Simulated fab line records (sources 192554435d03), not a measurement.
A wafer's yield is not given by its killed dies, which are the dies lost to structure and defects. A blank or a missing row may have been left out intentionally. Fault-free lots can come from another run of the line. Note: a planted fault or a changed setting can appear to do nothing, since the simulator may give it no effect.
Chamber matching :: flow n5Finfet :: rieDiel-03 running N5_BEOL_M7_ETCH_72: 4 sister chambers
The step etches underlayer in N2/H2, target depth 6.5 nm, time 5.2 s. 14 wafers are shown with their chamber, then 7 later ones without.

== WAFERS WITH THEIR CHAMBER ==
wafer: L074.2
chamber: 3
showerheadPlenumPTorr (Torr): 2.61
drypumpMotorCurrentA (A): 5.4
throttleValvePct (%): 17.93

wafer: L074.3
chamber: 0
showerheadPlenumPTorr (Torr): 2.55
drypumpMotorCurrentA (A): 6.0
throttleValvePct (%): 18.07

wafer: L074.4
chamber: 1
showerheadPlenumPTorr (Torr): 2.51
drypumpMotorCurrentA (A): 6.1
throttleValvePct (%): 17.87

wafer: L076.2
chamber: 3
showerheadPlenumPTorr (Torr): 2.61
drypumpMotorCurrentA (A): 5.4
throttleValvePct (%): 17.93

wafer: L076.5
chamber: 2
showerheadPlenumPTorr (Torr): 2.42
drypumpMotorCurrentA (A): 5.1
throttleValvePct (%): 17.60

wafer: L076.6
chamber: 3
showerheadPlenumPTorr (Torr): 2.61
drypumpMotorCurrentA (A): 5.4
throttleValvePct (%): 17.97

wafer: L077.2
chamber: 2
showerheadPlenumPTorr (Torr): 2.42
drypumpMotorCurrentA (A): 5.1
throttleValvePct (%): 17.59

wafer: L077.5
chamber: 0
showerheadPlenumPTorr (Torr): 2.55
drypumpMotorCurrentA (A): 5.9
throttleValvePct (%): 18.11

wafer: L077.6
chamber: 3
showerheadPlenumPTorr (Torr): 2.61
drypumpMotorCurrentA (A): 5.4
throttleValvePct (%): 17.95

wafer: L078.1
chamber: 1
showerheadPlenumPTorr (Torr): 2.50
drypumpMotorCurrentA (A): 6.1
throttleValvePct (%): 17.89

wafer: L078.3
chamber: 0
showerheadPlenumPTorr (Torr): 2.54
drypumpMotorCurrentA (A): 5.9
throttleValvePct (%): 18.12

wafer: L078.6
chamber: 3
showerheadPlenumPTorr (Torr): 2.61
drypumpMotorCurrentA (A): 5.5
throttleValvePct (%): 17.96

wafer: L079.3
chamber: 1
showerheadPlenumPTorr (Torr): 2.50
drypumpMotorCurrentA (A): 6.1
throttleValvePct (%): 17.90

wafer: L079.5
chamber: 3
showerheadPlenumPTorr (Torr): 2.61
drypumpMotorCurrentA (A): 5.4
throttleValvePct (%): 17.96

SIGNATURES (averages over the wafers above)
reading: showerheadPlenumPTorr
chamber 0: 2.5467
chamber 1: 2.5033
chamber 2: 2.4200
chamber 3: 2.6100
scatter within a chamber: 0.00365

reading: drypumpMotorCurrentA
chamber 0: 5.933
chamber 1: 6.100
chamber 2: 5.100
chamber 3: 5.417
scatter within a chamber: 0.0387

reading: throttleValvePct
chamber 0: 18.1000
chamber 1: 17.8867
chamber 2: 17.5950
chamber 3: 17.9500
scatter within a chamber: 0.0182
Rule: a wafer lies at a distance from a chamber equal to the root of the sum of squares, over the readings, of (its reading less the chamber's mean, divided by the reading's scatter). The wafer belongs to the nearest chamber; if the next one is less than 2 further off, it can't be placed. How the scatter is found: for the shown wafers, subtract from each reading the mean of its chamber, square and add these, divide the total by (wafers less chambers), then take the root.

== WAFERS MISSING THEIR CHAMBER ==
wafer: L079.6
showerheadPlenumPTorr (Torr): 2.41
drypumpMotorCurrentA (A): 5.1
throttleValvePct (%): 17.61

wafer: L085.2
showerheadPlenumPTorr (Torr): 2.50
drypumpMotorCurrentA (A): 6.2
throttleValvePct (%): 17.93

wafer: L085.3
showerheadPlenumPTorr (Torr): 2.54
drypumpMotorCurrentA (A): 5.9
throttleValvePct (%): 18.13

wafer: L085.6
showerheadPlenumPTorr (Torr): 2.54
drypumpMotorCurrentA (A): 5.9
throttleValvePct (%): 18.11

wafer: L090.1
showerheadPlenumPTorr (Torr): 2.49
drypumpMotorCurrentA (A): 6.1
throttleValvePct (%): 17.92

wafer: L090.4
showerheadPlenumPTorr (Torr): 2.54
drypumpMotorCurrentA (A): 5.9
throttleValvePct (%): 18.14

wafer: L090.6
showerheadPlenumPTorr (Torr): 2.41
drypumpMotorCurrentA (A): 5.1
throttleValvePct (%): 17.65

== CHAMBER TAKEN BY EACH ==
wafer: L079.6
from the rows above: 2
in truth: 2

wafer: L085.2
from the rows above: 1
in truth: 1

wafer: L085.3
from the rows above: 0
in truth: 0

wafer: L085.6
from the rows above: 0
in truth: 0

wafer: L090.1
from the rows above: 1
in truth: 1

wafer: L090.4
from the rows above: 0
in truth: 0

wafer: L090.6
from the rows above: 2
in truth: 2
Placed correctly: 7 of 7. Not placeable from these rows: 0. Wrongly placed: 0.
